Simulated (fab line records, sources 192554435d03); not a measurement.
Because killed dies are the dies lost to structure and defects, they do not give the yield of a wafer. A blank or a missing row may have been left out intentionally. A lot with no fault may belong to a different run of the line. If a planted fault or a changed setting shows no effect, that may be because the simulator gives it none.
Which tool was responsible?    flow n5Finfet    12 lots (36 wafers sampled), 1 step of a 1938-step route

== WHAT EACH GAUGE READ, for each wafer ==
N5_SDB_INSPECT_13: inspects for defects (brightfield).
lot   measured      on                rawDefectCount
L075  day 4 03:25   defectInspect-01  44 49 61
L077  day 4 12:53   defectInspect-02  33 43 67
L079  day 5 01:56   defectInspect-02  49 85 93
L081  day 5 13:38   defectInspect-02  90 162 89
L083  day 6 00:39   defectInspect-01  53 54 35
L085  day 6 12:14   defectInspect-01  68 42 56
L087  day 7 00:17   defectInspect-02  58 29 94
L089  day 7 15:01   defectInspect-02  54 126 39
L091  day 8 19:00   defectInspect-02  41 119 102
L093  day 8 22:16   defectInspect-02  81 151 89
L095  day 10 17:08  defectInspect-01  51 48 48
L097  day 10 19:11  defectInspect-02  93 141 145

== TOOL THAT RAN EACH LOT (tool first, then ch and the chambers of the sampled wafers, then the start) ==
Before these readings, the record contains no process step.

== THE ANSWER, worked out from the rows above alone ==
Rule: what is usual is taken from the lots themselves. The widest of any qualifying gaps counts: lots, ordered by their means at a reading, are off when they make up no more than a third of the lots, leave a main group of 4 or more, and stand apart from it by 3 or more times the standard deviation of that group's means. If all means in a main group match to the digits the tables above print for the reading, that group is not used. Also off: a lot with no number at a reading for which 4 or more lots have one. Any other lot the step has rows for is counted as sound.
Nothing can be told from this: no lot is off at any reading shown.

== WHAT THE SIMULATOR PUT IN ==
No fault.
